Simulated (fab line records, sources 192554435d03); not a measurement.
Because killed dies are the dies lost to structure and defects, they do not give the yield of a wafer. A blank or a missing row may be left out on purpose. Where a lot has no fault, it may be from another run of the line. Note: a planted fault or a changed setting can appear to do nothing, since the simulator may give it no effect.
Comparing a struck lot with a sound one | flow n5_finfet | 18 steps out of a route of 1938
Sound: these wafers, L206.1, L206.2, L206.5. The struck wafers were L210.2, L210.3, L210.6. At the end, the cause is stated.
At each step with rows: each side's tool, then ch and its chambers, then its first start. Under that, the readings that differ: sound wafers | struck wafers | difference of the means | sigmas: that difference in standard deviations of wafers without a fault.
alike: same words and numbers on both sides, and readings whose means sit less than 2 such deviations apart. not compared: any withheld reading, any reading some wafer has no value for, any bound like >300 that may hide the same value, and any number with overlapping values for which the record gives no deviation.
Wherever a step has rows on one side only, a row that says differs or no value, or a row with sigmas, the two part there. When numbers do not overlap yet have no deviation, they are printed without sigmas and do not part them. Lack of a reading on every wafer of one side parts them only where that side has two or more wafers.

first, 1 step without rows for these wafers: N5_PASSIVATION_STRIP_14 (strips in O2).
N5_PASSIVATION_ETCH_15: etches SiCN in CF4/N2, target depth 75 nm, time 81.2 s.
  sound on rie_diel-06 ch 0,2,3; struck on rie_diel-02 ch 1,2
  alike: drypump_motor_current_A, oes_product_au, rf_vpp_V, showerhead_plenum_p_Torr, throttle_valve_pct
  not compared: rf_hours_counter_h
then, 2 steps without rows for these wafers: N5_PASSIVATION_STRIP_73 (strips in post etch residue remover, time 60 s); N5_PASSIVATION_SRD_17 (time 30 s, dry time 30 s).
N5_PASSIVATION_DEGAS_18: time 60 s.
  sound on pvd_sputter-03 at day 13 23:44; struck on pvd_sputter-03 at day 15 07:05
  alike: heater_power_w, susceptor_temp_C
N5_PASSIVATION_PRE_CLEAN_19:
  sound on pvd_sputter-03 at day 13 23:46; struck on pvd_sputter-03 at day 15 07:07
  alike: heater_power_w
  not compared: susceptor_temp_C
N5_PASSIVATION_SPUTTER_20: material TaN, target thk 50 nm.
  sound on pvd_sputter-03 at day 13 23:49; struck on pvd_sputter-03 at day 15 07:10
  alike: susceptor_temp_C, throttle_valve_pct
N5_PASSIVATION_AL_DEP_21: deposits Al, target thk 2800 nm, time 170 s.
  sound on pvd_sputter-03 at day 13 23:55; struck on pvd_sputter-03 at day 15 07:16
  alike: cathode_dc_power_W, susceptor_temp_C, throttle_valve_pct
then, 4 steps without rows for these wafers: N5_PASSIVATION_HMDS_23 (time 60 s); N5_PASSIVATION_COAT_24; N5_PASSIVATION_EBR_26; N5_PASSIVATION_SOFTBAKE_25 (time 90 s).
N5_PASSIVATION_EXPOSE_27: exposes mask PAD, defocus 0 nm.
  sound on krf_scanner-02 ch 0, day 14 00:21; struck on krf_scanner-02 ch 0, day 15 07:34
  reading              | sound             | struck            | difference | sigmas
  exposure_dose_mJ_cm2 | 32.34 32.36 32.30 | 34.06 34.08 34.05 | +1.73      | +56
  alike: mask
then, 3 steps without rows for these wafers: N5_PASSIVATION_PEB_28; N5_PASSIVATION_DEVELOP_29 (develop time 60 s); N5_PASSIVATION_HARDBAKE_31 (time 120 s).
N5_PASSIVATION_CD_MEAS_30: the cd target is 4000 nm.
  sound on cd_sem-01 ch 0, day 14 00:32; struck on cd_sem-02 ch 0, day 15 07:44
  reading    | sound                | struck               | difference | sigmas
  cd_nm (nm) | 3999.3 4002.7 4001.2 | 4012.9 4009.7 4007.7 | +9.0       | +3
N5_PASSIVATION_OVL_MEAS_63:
  sound on overlay-01 ch 0, day 14 00:34; struck on overlay-02 ch 0, day 15 07:46
  alike: PAD_OVL

WHERE THEY PART
Last at N5_PASSIVATION_CD_MEAS_30 as far as this record goes, first at N5_PASSIVATION_EXPOSE_27. Later steps at which nothing parts them and some readings are alike: N5_PASSIVATION_OVL_MEAS_63.

WHY: what the simulator had put in
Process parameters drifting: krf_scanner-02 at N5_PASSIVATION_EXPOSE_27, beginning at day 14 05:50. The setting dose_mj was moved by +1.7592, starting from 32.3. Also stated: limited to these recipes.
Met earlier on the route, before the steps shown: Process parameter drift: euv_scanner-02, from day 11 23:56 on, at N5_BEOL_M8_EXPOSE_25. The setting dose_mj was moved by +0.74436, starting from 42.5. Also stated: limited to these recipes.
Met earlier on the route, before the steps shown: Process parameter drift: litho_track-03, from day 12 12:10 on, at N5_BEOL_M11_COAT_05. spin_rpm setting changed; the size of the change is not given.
